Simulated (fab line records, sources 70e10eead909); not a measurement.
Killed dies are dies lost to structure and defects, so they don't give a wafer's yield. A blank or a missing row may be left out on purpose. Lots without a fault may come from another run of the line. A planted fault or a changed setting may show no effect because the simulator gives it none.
fab line records | flow nand_harc
record lots=23 wafers=69 last_day=24
route steps=1159 shown A_M1@1039 A_BONDPAD@1076
lots that met no fault: from a run of the same line without faults
start_h: hours from the record's first day to the start of the lot's first wafer shown | wait_h: hours since the lot's step before | " the same as in the row above | L1.1+2: a row that stands for several wafers | - no value, or no start given | * or withheld: withheld | < > ~ a bound
route shown NAME@n: a module of which the file shows steps, and the number in the route of the first | usual: mean/standard deviation of fault-free wafers | same: alike in all rows | chamber/n: place in a boat | sites: the reading at each site | _std_site: their standard deviation | _edge_site: outer sites' mean less inner sites' | radius_mm: how far each site lies from the wafer's centre | mask NAME#n: copy n | behind: the tool/chamber that last shaped the wafer | hold: why the lot was held/for how many hours/how that ended | device: the transistor (n, p or np) that didn't switch | end of line: the same wafers' tests at the end of the route | a step without rows: its recipe alone | killed: dies lost to structure and defects at the first sort, not the wafer's yield | map: a wafer's dies, x killed, . not, _ none there
set.NAME: the setting as run; set.NAME@STEP: as run at that earlier step | model.NAME: the simulator's own value behind a step, which no gauge read
steps of the route over a sample of lots; a table a step, a row a wafer
services: from which hour (start_h, from the record's first day; less than 0 if before it) a tool's chamber was out of use, for how many hours, and why
## steps
# step NHARC_A_M1_DESCUM_14
# recipe time_s=3 o2_flow_sccm=200 ar_flow_sccm=0 bias_power_w=0 chemistry=O2
# usual drypump_motor_current_A=5.8/0.44 oes_product_au=1.005/0.0092 rf_vpp_V=57.7/0.94 showerhead_plenum_p_Torr=1.89/0.069 throttle_valve_pct=11.312/0.0087
# columns lot.wafer tool chamber start_h wait_h drypump_motor_current_A oes_product_au rf_hours_counter_h rf_vpp_V showerhead_plenum_p_Torr throttle_valve_pct
L074.2 rie_diel-01 3 404.78 0.1 6.5 0.997 2 57.2 1.87 11.312
L074.6 " 3 " " 6.5 0.995 - 58.4 1.87 11.316
L074.5 " 0 " " 5.9 1.007 - 56.8 1.90 11.306
L075.1 rie_diel-01 0 416.29 0.1 5.9 0.997 2 58.9 1.90 11.301
L075.6 " 2 " " 5.8 0.989 - 55.7 1.79 11.297
L075.5 " 3 " " 6.5 0.990 - 57.6 1.87 11.312
L077.2 rie_diel-01 2 420.81 0.1 5.7 0.995 2 57.3 1.79 11.310
L077.3 " 0 " " 5.9 1.004 2 57.9 1.90 11.315
L077.5 " 2 " " 5.7 0.999 - 56.6 1.79 11.310
L076.4 rie_diel-11 2 421.55 0.1 6.2 1.003 3 58.6 1.99 11.307
L076.2 " 3 " " 5.6 1.011 2 55.8 1.91 11.324
L076.6 " 2 " " 6.3 1.004 - 59.0 1.99 11.308
L079.2 rie_diel-11 2 442.68 0.1 6.3 1.018 4 58.0 1.99 11.313
L079.1 " 3 " " 5.6 1.007 4 56.5 1.91 11.319
L079.4 " 0 " " 6.3 0.998 4 56.7 1.91 11.305
L080.2 rie_diel-06 0 443.00 0.1 5.0 0.989 1 56.5 1.85 11.309
L080.1 " 1 " " 5.2 1.007 1 56.2 1.78 11.319
L080.5 " 1 " " 5.2 1.012 - 56.9 1.78 11.310
L081.1 rie_diel-06 1 448.86 0.1 5.2 1.012 2 57.0 1.78 11.296
L081.4 " 1 " " 5.2 1.011 - 57.5 1.78 11.302
L081.6 " 2 " " 5.8 1.011 - 58.5 1.85 11.312
L083.1 rie_diel-06 3 457.82 0.1 5.9 0.996 2 58.1 1.98 11.310
L083.2 " 0 " " 4.9 0.987 2 58.0 1.85 11.317
L083.5 " 3 " " 5.9 1.005 - 58.2 1.98 11.306
L084.2 rie_diel-11 2 462.95 0.1 6.2 1.015 5 58.2 1.99 11.323
L084.3 " 3 " " 5.6 1.009 5 57.6 1.91 11.303
L084.5 " 2 " " 6.2 1.011 - 58.0 1.99 11.320
L082.4 rie_diel-11 3 463.24 0.1 5.6 1.005 5 56.2 1.91 11.319
L082.1 " 1 " " 6.1 0.994 5 58.9 1.98 11.316
L082.6 " 2 " " 6.3 1.008 - 58.0 1.99 11.326
L086.3 rie_diel-11 2 467.81 0.1 6.3 1.009 5 58.7 1.99 11.320
L086.1 " 1 " " 6.0 0.995 6 57.9 1.98 11.312
L086.6 " 3 " " 5.6 1.009 - 57.0 1.91 11.295
L087.3 rie_diel-11 0 470.20 0.1 6.3 0.996 6 58.1 1.91 11.317
L087.5 " 0 " " 6.3 1.006 - 56.8 1.91 11.307
L087.6 " 1 " " 6.1 0.999 - 59.0 1.98 11.319
L085.1 rie_diel-06 1 492.06 0.1 5.2 1.011 6 56.6 1.77 11.321
L085.6 " 2 " " 5.8 1.011 - 57.6 1.85 11.325
L085.5 " 3 " " 5.9 0.996 - 59.6 1.98 11.301
L089.2 rie_diel-06 0 492.62 0.1 5.0 0.999 6 57.6 1.85 11.317
L089.1 " 2 " " 5.8 1.020 6 59.2 1.85 11.305
L089.5 " 3 " " 5.9 1.014 - 58.3 1.98 11.322
L088.4 rie_diel-11 3 497.09 0.1 5.6 1.011 7 56.3 1.91 11.322
L088.1 " 0 " " 6.3 1.002 8 59.0 1.91 11.305
L088.2 " 2 " " 6.3 1.010 7 58.8 1.99 11.325
L090.3 rie_diel-01 0 502.03 0.1 5.9 1.021 0 58.2 1.89 11.301
L090.1 " 2 " " 5.8 1.015 0 57.0 1.79 11.307
L090.6 " 3 " " 6.5 1.009 - 58.3 1.87 11.309
L092.1 rie_diel-06 2 512.09 0.1 5.8 1.006 8 58.1 1.85 11.318
L092.2 " 3 " " 5.9 1.005 7 57.7 1.98 11.313
L092.4 " 0 " " 4.9 0.993 7 55.7 1.84 11.321
L094.1 rie_diel-06 0 513.47 0.1 5.0 0.991 7 57.9 1.85 11.313
L094.3 " 1 " " 5.2 1.009 8 57.7 1.77 11.307
L094.4 " 2 " " 5.8 1.008 8 57.5 1.85 11.309
L093.3 rie_diel-11 0 518.07 0.1 6.3 1.011 10 56.9 1.91 11.320
L093.1 " 1 " " 6.1 1.001 10 58.5 1.98 11.312
L093.4 " 2 " " 6.3 1.021 - 57.8 1.98 11.323
L091.1 rie_diel-01 1 518.23 0.1 5.8 0.996 1 58.5 1.86 11.316
L091.6 " 3 " " 6.5 1.003 - 57.9 1.87 11.331
L091.5 " 0 " " 5.9 1.015 - 58.2 1.89 11.318
L095.3 rie_diel-11 1 533.44 0.1 6.0 1.014 10 58.3 1.98 11.305
L095.1 " 2 " " 6.3 1.023 10 58.0 1.98 11.295
L095.2 " 0 " " 6.3 1.003 11 55.8 1.91 11.323
L096.2 rie_diel-06 1 534.66 0.1 5.2 1.012 9 57.6 1.77 11.318
L096.4 " 3 " " 5.9 0.991 8 58.5 1.98 11.311
L096.6 " 2 " " 5.8 0.999 - 57.1 1.85 11.320
L097.3 rie_diel-01 2 546.92 0.1 5.8 1.001 1 57.2 1.79 11.315
L097.1 " 3 " " 6.5 0.996 1 57.7 1.87 11.306
L097.5 " 1 " " 5.8 0.999 - 56.6 1.86 11.304
# step NHARC_A_M1_ETCH_35
# recipe target_depth_a=400 overetch_a=120 time_s=43.94 ion_energy_ev=200 n2_flow_sccm=150 h2_flow_sccm=150 ar_flow_sccm=0 rf_w=400 bias_w=150 chemistry=N2/H2
# usual drypump_motor_current_A=5.8/0.44 oes_product_au=1.004/0.0093 rf_vpp_V=429.7/2.3 showerhead_plenum_p_Torr=2.01/0.077 throttle_valve_pct=14.170/0.0088
# columns lot.wafer tool chamber start_h wait_h drypump_motor_current_A oes_product_au rf_hours_counter_h rf_vpp_V showerhead_plenum_p_Torr throttle_valve_pct
L074.2 rie_diel-01 3 404.88 0.1 6.5 0.996 2 429.6 1.99 14.158
L074.6 " 1 " " 5.8 1.001 - 429.8 1.99 14.174
L074.5 " 2 " " 5.7 0.988 - 427.0 1.90 14.183
L075.1 rie_diel-01 3 416.37 0.1 6.5 0.999 2 430.8 1.99 14.160
L075.5 " 1 " " 5.8 1.010 - 429.8 1.99 14.169
L075.6 " 2 " " 5.7 0.988 - 426.1 1.90 14.172
L077.3 rie_diel-01 3 420.90 0.1 6.5 1.005 2 429.6 1.99 14.191
L077.2 " 0 " " 5.9 1.010 2 430.1 2.02 14.174
L077.5 " 2 " " 5.8 1.000 - 426.7 1.90 14.170
L076.2 rie_diel-11 2 421.64 0.1 6.3 1.005 3 433.6 2.12 14.188
L076.4 " 3 " " 5.7 0.993 2 430.0 2.03 14.163
L076.6 " 2 " " 6.3 1.003 - 432.4 2.12 14.178
L079.1 rie_diel-11 1 442.77 0.1 6.1 1.007 4 432.6 2.11 14.182
L079.4 " 2 " " 6.3 1.023 4 432.3 2.12 14.168
L079.2 " 3 " " 5.6 1.003 4 431.6 2.03 14.162
L080.1 rie_diel-06 2 443.10 0.1 5.8 1.001 1 429.1 1.97 14.158
L080.2 " 0 " " 5.0 0.988 1 428.3 1.97 14.164
L080.5 " 0 " " 5.0 0.995 - 428.6 1.97 14.186
L081.1 rie_diel-06 0 448.97 0.1 5.0 0.987 2 427.7 1.97 14.161
L081.6 " 2 " " 5.8 1.008 - 428.6 1.97 14.163
L081.4 " 0 " " 5.0 0.983 - 428.8 1.97 14.166
L083.2 rie_diel-06 1 457.90 0.1 5.2 1.010 2 426.5 1.89 14.158
L083.1 " 2 " " 5.7 1.010 2 429.6 1.97 14.164
L083.5 " 2 " " 5.8 1.014 - 428.9 1.97 14.168
L084.3 rie_diel-11 0 463.04 0.1 6.3 1.005 5 430.7 2.04 14.175
L084.2 " 2 " " 6.3 1.007 5 432.1 2.12 14.165
L084.5 " 0 " " 6.3 1.010 - 429.4 2.04 14.165
L082.1 rie_diel-11 0 463.32 0.1 6.3 1.001 5 430.4 2.04 14.156
L082.4 " 2 " " 6.3 1.016 5 434.0 2.12 14.185
L082.6 " 0 " " 6.3 1.008 - 429.6 2.04 14.182
L086.3 rie_diel-11 0 467.89 0.1 6.3 1.005 6 429.7 2.04 14.171
L086.1 " 1 " " 6.1 0.979 6 432.0 2.11 14.167
L086.6 " 0 " " 6.3 1.002 - 430.0 2.04 14.175
L087.3 rie_diel-11 2 470.30 0.1 6.3 1.023 5 434.2 2.12 14.176
L087.5 " 0 " " 6.3 1.005 - 431.3 2.03 14.170
L087.6 " 1 " " 6.1 1.010 - 433.0 2.11 14.175
L085.1 rie_diel-06 1 492.13 0.1 5.2 1.003 6 426.8 1.89 14.165
L085.5 " 3 " " 6.0 1.009 - 432.2 2.11 14.161
L085.6 " 0 " " 5.0 0.995 - 429.0 1.97 14.168
L089.2 rie_diel-06 2 492.70 0.1 5.8 1.014 6 428.2 1.97 14.159
L089.1 " 0 " " 5.0 0.994 6 429.5 1.97 14.165
L089.5 " 2 " " 5.8 1.011 - 427.6 1.97 14.157
L088.2 rie_diel-11 0 497.46 0.3 6.3 0.997 8 429.7 2.03 14.158
L088.4 " 1 " " 6.1 0.997 8 430.8 2.11 14.172
L088.1 " 2 " " 6.3 1.006 7 433.1 2.12 14.155
L090.1 rie_diel-01 1 502.12 0.1 5.8 0.995 0 428.0 1.99 14.175
L090.3 " 2 " " 5.8 0.999 0 425.5 1.90 14.173
L090.6 " 0 " " 5.9 1.012 - 431.0 2.02 14.170
L092.1 rie_diel-06 1 512.17 0.1 5.2 1.002 8 426.3 1.89 14.172
L092.2 " 2 " " 5.8 1.003 8 429.5 1.97 14.175
L092.4 " 3 " " 5.9 1.018 7 432.4 2.11 14.165
L094.1 rie_diel-06 3 513.56 0.1 5.9 1.005 7 431.9 2.11 14.178
L094.3 " 1 " " 5.2 1.008 8 426.9 1.89 14.159
L094.4 " 2 " " 5.8 0.994 8 428.5 1.97 14.178
L093.1 rie_diel-11 2 518.18 0.1 6.3 1.025 10 432.5 2.12 14.171
L093.3 " 0 " " 6.3 1.002 10 429.6 2.03 14.186
L093.4 " 0 " " 6.3 1.008 - 430.8 2.03 14.171
L091.1 rie_diel-01 0 518.32 0.1 5.9 1.014 0 430.2 2.02 14.174
L091.6 " 1 " " 5.8 0.998 - 430.0 1.99 14.168
L091.5 " 2 " " 5.8 1.008 - 426.2 1.90 14.161
L095.1 rie_diel-11 1 533.53 0.1 6.1 1.006 10 433.0 2.11 14.150
L095.3 " 2 " " 6.3 1.012 10 432.5 2.12 14.159
L095.2 " 0 " " 6.3 1.009 11 431.9 2.03 14.172
L096.2 rie_diel-06 2 534.75 0.1 5.8 1.001 9 428.0 1.97 14.163
L096.4 " 3 " " 5.9 1.006 8 432.5 2.11 14.175
L096.6 " 2 " " 5.7 1.007 - 429.6 1.97 14.169
L097.1 rie_diel-01 3 546.99 0.1 6.5 1.004 1 429.9 1.99 14.173
L097.3 " 1 " " 5.8 1.002 1 428.7 1.98 14.173
L097.5 " 2 " " 5.8 1.005 - 424.7 1.90 14.175
# step NHARC_A_M1_INSPECT_27
# usual raw_defect_count=468/130
# columns lot.wafer tool chamber start_h wait_h raw_defect_count
L074.2 defect_inspect-02 - 407.36 0.0 410
L074.5 " - " " 443
L074.6 " - " " 457
L075.1 defect_inspect-02 - 418.86 0.0 448
L075.5 " - " " 344
L075.6 " - " " 343
L077.2 defect_inspect-02 - 423.49 0.0 473
L077.3 " - " " 452
L077.5 " - " " 349
L076.2 defect_inspect-02 - 424.12 0.0 479
L076.4 " - " " 430
L076.6 " - " " 480
L079.1 defect_inspect-02 - 445.35 0.0 539
L079.2 " - " " 502
L079.4 " - " " 628
L080.1 defect_inspect-02 - 445.67 0.0 401
L080.2 " - " " 402
L080.5 " - " " 444
L081.1 defect_inspect-02 - 451.58 0.0 432
L081.4 " - " " 549
L081.6 " - " " 547
L083.1 defect_inspect-01 - 460.42 0.0 385
L083.2 " - " " 688
L083.5 " - " " 596
L084.2 defect_inspect-01 - 465.53 0.0 447
L084.3 " - " " 399
L084.5 " - " " 356
L082.1 defect_inspect-01 - 465.96 0.0 461
L082.4 " - " " 420
L082.6 " - " " 396
L086.1 defect_inspect-02 - 470.51 0.0 397
L086.3 " - " " 592
L086.6 " - " " 375
L087.3 defect_inspect-02 - 473.09 0.0 385
L087.5 " - " " 395
L087.6 " - " " 626
L085.1 defect_inspect-01 - 494.62 0.0 306
L085.5 " - " " 335
L085.6 " - " " 417
L089.1 defect_inspect-01 - 495.25 0.0 282
L089.2 " - " " 425
L089.5 " - " " 462
L088.1 defect_inspect-02 - 500.35 0.0 702
L088.2 " - " " 622
L088.4 " - " " 718
L090.1 defect_inspect-01 - 504.60 0.0 365
L090.3 " - " " 477
L090.6 " - " " 382
L092.1 defect_inspect-02 - 514.73 0.0 469
L092.2 " - " " 416
L092.4 " - " " 736
L094.1 defect_inspect-01 - 516.06 0.0 357
L094.3 " - " " 285
L094.4 " - " " 421
L093.1 defect_inspect-01 - 520.96 0.0 421
L093.3 " - " " 373
L093.4 " - " " 523
L091.1 defect_inspect-02 - 521.24 0.0 485
L091.5 " - " " 573
L091.6 " - " " 485
L095.1 defect_inspect-01 - 536.43 0.0 440
L095.2 " - " " 422
L095.3 " - " " 370
L096.2 defect_inspect-02 - 537.23 0.0 561
L096.4 " - " " 494
L096.6 " - " " 470
L097.1 defect_inspect-01 - 549.57 0.0 565
L097.3 " - " " 515
L097.5 " - " " 453
# step NHARC_A_BONDPAD_ETCH_34
# recipe target_depth_a=600 overetch_a=180 time_s=65.91 ion_energy_ev=200 n2_flow_sccm=150 h2_flow_sccm=150 ar_flow_sccm=0 rf_w=400 bias_w=150 chemistry=N2/H2
# usual drypump_motor_current_A=5.6/0.5 oes_product_au=0.999/0.012 rf_vpp_V=430.6/2.6 showerhead_plenum_p_Torr=2.04/0.093 throttle_valve_pct=14.172/0.0084
# columns lot.wafer tool chamber start_h wait_h drypump_motor_current_A oes_product_au rf_hours_counter_h rf_vpp_V showerhead_plenum_p_Torr throttle_valve_pct
L074.2 rie_diel-12 1 409.59 0.1 6.6 0.993 3 429.2 1.98 14.187
L074.6 " 0 " " 5.4 0.999 - 427.5 1.88 14.161
L074.5 " 1 " " 6.6 0.998 - 428.5 1.98 14.178
L075.1 rie_diel-03 1 420.98 0.1 5.3 1.020 0 428.9 2.04 14.153
L075.6 " 2 " " 5.5 0.987 - 435.0 2.20 14.170
L075.5 " 3 " " 5.7 0.986 - 429.3 2.02 14.175
L077.2 rie_diel-13 3 425.84 0.2 6.2 1.010 54 427.7 1.98 14.166
L077.3 " 1 " " 6.7 1.026 53 428.8 1.99 14.180
L077.5 " 3 " " 6.2 1.000 - 428.7 1.98 14.171
L076.4 rie_diel-12 0 426.40 0.1 5.4 1.003 9 426.6 1.88 14.170
L076.2 " 1 " " 6.6 0.995 8 430.1 1.98 14.176
L076.6 " 3 " " 5.3 1.001 - 431.8 2.10 14.174
L079.1 rie_diel-12 3 447.45 0.1 5.4 1.000 13 432.2 2.10 14.172
L079.4 " 1 " " 6.6 0.995 11 429.2 1.98 14.170
L079.2 " 2 " " 6.3 0.988 12 434.8 2.17 14.174
L080.1 rie_diel-12 1 447.85 0.1 6.6 0.997 11 427.9 1.98 14.171
L080.2 " 2 " " 6.3 0.994 12 435.2 2.17 14.172
L080.5 " 1 " " 6.6 1.001 - 429.1 1.98 14.189
L081.4 rie_diel-03 1 453.81 0.1 5.3 1.014 1 430.3 2.04 14.161
L081.1 " 3 " " 5.7 0.982 2 430.7 2.02 14.176
L081.6 " 2 " " 5.5 0.987 - 434.9 2.20 14.173
L083.2 rie_diel-03 0 462.53 0.1 4.9 0.984 2 429.1 1.99 14.166
L083.1 " 2 " " 5.5 0.987 2 435.0 2.20 14.166
L083.5 " 1 " " 5.3 1.009 - 430.4 2.04 14.168
L084.3 rie_diel-12 3 467.83 0.1 5.3 1.002 16 430.6 2.10 14.180
L084.2 " 1 " " 6.6 0.998 16 428.7 1.98 14.169
L084.5 " 3 " " 5.4 1.005 - 432.8 2.10 14.183
L082.4 rie_diel-13 0 468.24 0.1 5.7 1.004 4 429.8 2.02 14.163
L082.1 " 1 " " 6.6 0.993 4 427.8 1.99 14.172
L082.6 " 3 " " 6.2 1.005 - 428.8 1.98 14.168
L086.3 rie_diel-03 3 472.73 0.1 5.7 0.984 3 429.7 2.02 14.182
L086.1 " 2 " " 5.4 0.989 3 433.9 2.20 14.164
L086.6 " 3 " " 5.7 0.991 - 430.1 2.02 14.156
L087.3 rie_diel-03 0 475.20 0.1 5.0 0.991 3 429.0 1.99 14.172
L087.5 " 1 " " 5.3 1.009 - 431.5 2.04 14.181
L087.6 " 2 " " 5.5 0.983 - 435.5 2.20 14.164
L085.1 rie_diel-03 0 496.75 0.1 5.0 0.978 3 429.1 1.99 14.180
L085.5 " 1 " " 5.3 1.021 - 429.3 2.04 14.161
L085.6 " 2 " " 5.5 0.997 - 434.2 2.20 14.154
L089.1 rie_diel-03 1 497.61 0.1 5.3 1.021 3 428.2 2.04 14.163
L089.2 " 0 " " 5.0 0.993 3 429.0 1.99 14.146
L089.5 " 1 " " 5.3 1.016 - 430.5 2.04 14.179
L088.2 rie_diel-12 0 502.60 0.1 5.5 1.011 21 424.8 1.87 14.172
L088.4 " 1 " " 6.6 1.005 21 429.2 1.98 14.160
L088.1 " 3 " " 5.3 1.010 22 431.3 2.10 14.188
L090.1 rie_diel-03 2 506.89 0.1 5.4 0.985 4 433.8 2.20 14.165
L090.3 " 0 " " 4.9 0.978 4 429.8 1.99 14.168
L090.6 " 2 " " 5.4 0.989 - 433.3 2.20 14.182
L092.2 rie_diel-03 0 516.95 0.1 5.0 0.997 4 430.0 1.99 14.182
L092.1 " 2 " " 5.4 0.987 4 435.5 2.20 14.172
L092.4 " 3 " " 5.7 0.980 4 429.9 2.02 14.191
L094.1 rie_diel-03 0 518.24 0.1 5.0 0.998 4 428.4 1.99 14.170
L094.3 " 1 " " 5.3 1.020 4 429.7 2.04 14.180
L094.4 " 3 " " 5.7 0.989 4 429.2 2.02 14.168
L093.3 rie_diel-13 2 523.23 0.1 5.9 1.000 24 427.2 1.91 14.176
L093.4 " 3 " " 6.2 1.008 23 429.6 1.97 14.186
L093.1 " 0 " " 5.7 1.002 23 429.0 2.01 14.181
L091.1 rie_diel-12 1 523.67 0.1 6.6 0.998 26 427.7 1.98 14.171
L091.6 " 2 " " 6.3 0.993 - 434.6 2.17 14.180
L091.5 " 3 " " 5.3 1.009 - 433.4 2.09 14.174
L095.2 rie_diel-13 0 539.08 0.2 5.7 0.999 33 430.0 2.01 14.178
L095.1 " 1 " " 6.6 1.002 34 429.8 1.98 14.180
L095.3 " 1 " " 6.6 0.992 - 428.6 1.98 14.176
L096.4 rie_diel-03 2 539.61 0.1 5.4 1.003 5 435.0 2.20 14.177
L096.2 " 0 " " 5.0 0.993 5 429.5 1.99 14.179
L096.6 " 3 " " 5.7 0.994 - 430.5 2.01 14.179
L097.3 rie_diel-03 1 551.79 0.1 5.3 1.016 5 429.0 2.04 14.177
L097.1 " 2 " " 5.5 0.988 5 434.3 2.20 14.172
L097.5 " 3 " " 5.7 0.994 - 429.4 2.01 14.181
# step NHARC_A_BONDPAD_STRIP_15
# recipe o2_flow_sccm=500 ar_flow_sccm=0 bias_w=0 chemistry=O2
# usual drypump_motor_current_A=5.7/0.49 oes_product_au=0.997/0.012 rf_vpp_V=57.9/0.87 showerhead_plenum_p_Torr=3.53/0.15 throttle_valve_pct=17.036/0.0087
# columns lot.wafer tool chamber start_h wait_h drypump_motor_current_A oes_product_au rf_hours_counter_h rf_vpp_V showerhead_plenum_p_Torr throttle_valve_pct
L074.2 rie_diel-12 3 409.93 0.1 5.4 1.010 3 57.7 3.63 17.045
L074.6 " 0 " " 5.5 0.998 - 57.4 3.28 17.036
L074.5 " 1 " " 6.6 0.993 - 57.3 3.44 17.039
L075.1 rie_diel-03 1 421.31 0.1 5.3 1.020 1 59.1 3.53 17.031
L075.6 " 2 " " 5.4 0.984 - 58.7 3.78 17.032
L075.5 " 3 " " 5.7 0.975 - 58.1 3.49 17.042
L077.2 rie_diel-12 1 426.20 0.1 6.7 0.996 8 59.4 3.44 17.038
L077.3 " 3 " " 5.3 1.023 9 57.8 3.62 17.041
L077.5 " 1 " " 6.6 1.010 - 57.6 3.44 17.029
L076.2 rie_diel-03 2 426.72 0.1 5.5 0.978 1 58.1 3.78 17.050
L076.6 " 2 " " 5.4 0.982 - 58.0 3.78 17.029
L076.4 " 3 " " 5.7 0.989 - 57.8 3.49 17.022
L079.4 rie_diel-03 1 447.75 0.1 5.3 1.010 1 57.3 3.52 17.038
L079.1 " 3 " " 5.7 0.983 2 57.9 3.49 17.037
L079.2 " 0 " " 5.0 0.990 1 56.7 3.46 17.034
L080.1 rie_diel-12 0 448.15 0.1 5.5 1.003 12 58.2 3.27 17.039
L080.2 " 2 " " 6.3 1.001 12 58.6 3.73 17.044
L080.5 " 0 " " 5.5 0.986 - 57.5 3.27 17.038
L081.1 rie_diel-03 0 454.13 0.1 5.0 0.982 2 58.2 3.46 17.046
L081.4 " 1 " " 5.3 1.012 2 59.2 3.52 17.043
L081.6 " 0 " " 5.0 0.993 - 57.5 3.46 17.044
L083.2 rie_diel-03 2 462.85 0.1 5.5 0.988 2 57.4 3.78 17.050
L083.1 " 0 " " 5.0 0.988 2 57.7 3.46 17.038
L083.5 " 2 " " 5.5 0.983 - 58.9 3.78 17.030
L084.2 rie_diel-12 2 468.13 0.1 6.3 0.997 16 59.7 3.73 17.036
L084.3 " 1 " " 6.6 1.004 16 56.6 3.43 17.035
L084.5 " 3 " " 5.3 1.006 - 58.4 3.62 17.037
L082.1 rie_diel-03 0 468.57 0.1 5.0 1.002 3 59.2 3.46 17.039
L082.4 " 1 " " 5.3 1.022 2 58.7 3.52 17.018
L082.6 " 3 " " 5.7 0.999 - 57.3 3.49 17.030
L086.3 rie_diel-03 0 473.06 0.1 5.0 0.993 3 57.2 3.46 17.046
L086.1 " 1 " " 5.3 1.027 2 60.1 3.52 17.031
L086.6 " 3 " " 5.8 0.998 - 56.7 3.49 17.028
L087.3 rie_diel-13 1 475.49 0.1 6.6 0.992 6 56.3 3.45 17.045
L087.6 " 1 " " 6.6 0.988 - 57.4 3.45 17.040
L087.5 " 2 " " 5.9 1.009 - 56.5 3.33 17.035
L085.1 rie_diel-03 0 497.06 0.1 5.0 0.978 3 57.2 3.46 17.015
L085.6 " 2 " " 5.5 0.985 - 59.4 3.78 17.034
L085.5 " 3 " " 5.7 0.992 - 58.1 3.49 17.046
L089.2 rie_diel-12 2 497.93 0.1 6.3 0.993 22 58.3 3.73 17.042
L089.1 " 3 " " 5.3 1.016 21 58.7 3.62 17.023
L089.5 " 1 " " 6.6 1.010 - 57.2 3.43 17.038
L088.1 rie_diel-12 0 502.91 0.1 5.5 1.004 21 55.5 3.27 17.033
L088.4 " 1 " " 6.6 0.995 21 57.2 3.43 17.046
L088.2 " 3 " " 5.3 0.996 22 58.3 3.62 17.038
L090.1 rie_diel-03 0 507.22 0.1 5.0 0.998 4 56.4 3.46 17.028
L090.3 " 1 " " 5.3 1.019 4 56.7 3.52 17.044
L090.6 " 2 " " 5.4 0.992 - 60.4 3.78 17.031
L092.4 rie_diel-03 2 517.27 0.1 5.5 0.990 4 57.4 3.78 17.037
L092.1 " 3 " " 5.7 0.989 4 58.5 3.49 17.029
L092.2 " 0 " " 5.0 0.993 4 57.6 3.46 17.014
L094.1 rie_diel-03 3 518.54 0.1 5.7 0.972 4 57.3 3.49 17.043
L094.3 " 1 " " 5.3 1.012 4 59.3 3.52 17.037
L094.4 " 2 " " 5.4 0.986 4 59.0 3.78 17.038
L093.1 rie_diel-13 0 523.55 0.1 5.7 1.001 23 58.8 3.48 17.047
L093.3 " 1 " " 6.6 0.992 24 58.4 3.44 17.031
L093.4 " 2 " " 5.9 1.019 24 57.6 3.32 17.033
L091.1 rie_diel-03 3 523.98 0.1 5.7 0.981 4 57.6 3.49 17.041
L091.6 " 2 " " 5.5 0.975 - 58.6 3.78 17.019
L091.5 " 3 " " 5.7 0.981 - 57.8 3.49 17.041
L095.1 rie_diel-13 2 539.71 0.1 5.9 0.996 25 56.3 3.32 17.042
L095.2 " 0 " " 5.7 1.002 33 59.5 3.48 17.028
L095.3 " 1 " " 6.6 0.999 34 57.8 3.43 17.022
L096.2 rie_diel-03 0 539.95 0.1 5.0 0.990 5 57.9 3.46 17.049
L096.4 " 1 " " 5.3 1.016 5 57.5 3.52 17.030
L096.6 " 2 " " 5.5 0.989 - 59.2 3.78 17.048
L097.3 rie_diel-13 2 552.08 0.1 5.9 1.016 29 57.3 3.32 17.052
L097.1 " 1 " " 6.6 0.999 38 58.7 3.43 17.034
L097.5 " 1 " " 6.7 1.004 - 57.7 3.43 17.037
# step NHARC_A_BONDPAD_PVD_27
# recipe target_thk_a=300 chamber_pressure_pa=5 power_w=5000 substrate_temp_c=30 time_s=20.49 material=Cu
# usual throttle_valve_pct=30.1/0.72
# columns lot.wafer tool chamber start_h wait_h throttle_valve_pct
L074.2 pvd_sputter-02 - - - 30.1
L074.6 " - " " 31.6
L074.5 " - " " 29.7
L075.1 pvd_sputter-01 - - - 29.5
L075.5 " - " " 29.4
L075.6 " - " " 29.6
L077.3 pvd_sputter-01 - - - 30.4
L077.2 " - " " 29.7
L077.5 " - " " 29.6
L076.2 pvd_sputter-02 - - - 31.7
L076.4 " - " " 29.5
L076.6 " - " " 30.1
L079.2 pvd_sputter-03 - - - 30.5
L079.1 " - " " 30.2
L079.4 " - " " 29.5
L080.1 pvd_sputter-01 - - - 30.1
L080.2 " - " " 29.5
L080.5 " - " " 29.8
L081.4 pvd_sputter-02 - - - 31.5
L081.1 " - " " 30.2
L081.6 " - " " 31.3
L083.1 pvd_sputter-02 - - - 29.5
L083.2 " - " " 29.8
L083.5 " - " " 31.6
L084.2 pvd_sputter-02 - - - 31.5
L084.3 " - " " 29.4
L084.5 " - " " 30.0
L082.4 pvd_sputter-02 - - - 31.6
L082.1 " - " " 29.6
L082.6 " - " " 31.5
L086.1 pvd_sputter-03 - - - 29.6
L086.3 " - " " 30.3
L086.6 " - " " 30.8
L087.3 pvd_sputter-03 - - - 30.7
L087.5 " - " " 29.7
L087.6 " - " " 30.6
L085.1 pvd_sputter-03 - - - 29.5
L085.6 " - " " 29.7
L085.5 " - " " 30.4
L089.1 pvd_sputter-01 - - - 30.6
L089.2 " - " " 29.3
L089.5 " - " " 30.5
L088.4 pvd_sputter-03 - - - 30.4
L088.1 " - " " 29.5
L088.2 " - " " 30.6
L090.1 pvd_sputter-02 - - - 31.2
L090.3 " - " " 31.6
L090.6 " - " " 31.5
L092.2 pvd_sputter-03 - - - 29.1
L092.1 " - " " 30.5
L092.4 " - " " 29.3
L094.4 pvd_sputter-03 - - - 29.3
L094.1 " - " " 30.6
L094.3 " - " " 29.4
L093.3 pvd_sputter-03 - - - 29.7
L093.4 " - " " 29.0
L093.1 " - " " 30.4
L091.1 pvd_sputter-01 - - - 29.6
L091.6 " - " " 29.9
L091.5 " - " " 29.5
L095.2 pvd_sputter-03 - - - 29.4
L095.1 " - " " 29.4
L095.3 " - " " 30.5
L096.4 pvd_sputter-01 - - - 29.8
L096.2 " - " " 30.1
L096.6 " - " " 29.9
L097.1 pvd_sputter-01 - - - 29.9
L097.3 " - " " 29.8
L097.5 " - " " 29.9
## services
# columns tool chamber start_h hours kind
rie_diel-13 2 381.87 3.8 repair
rie_diel-03 - 392.30 9.0 pm
rie_diel-06 1 417.02 8.2 repair
rie_diel-06 - 418.65 9.0 pm
rie_diel-03 1 426.68 5.3 repair
pvd_sputter-03 - 440.19 3.5 repair
rie_diel-06 3 442.67 11.7 repair
rie_diel-01 1 445.81 4.6 repair
pvd_sputter-03 - 458.00 10.0 pm
rie_diel-01 1 466.63 18.2 repair
rie_diel-11 1 483.04 8.5 repair
rie_diel-01 2 484.28 4.4 repair
rie_diel-01 2 490.46 9.9 repair
rie_diel-01 - 491.85 9.0 pm
rie_diel-06 0 493.30 12.6 repair
rie_diel-01 0 503.04 8.4 repair
rie_diel-01 2 505.01 3.8 repair
pvd_sputter-03 - 505.02 1.3 repair
rie_diel-11 3 510.74 8.1 repair
rie_diel-03 0 525.46 4.2 repair
rie_diel-03 3 531.89 4.0 repair
rie_diel-12 3 538.43 8.0 repair
rie_diel-11 - 543.50 9.0 pm
rie_diel-01 0 547.60 2.9 repair
## key
fault none
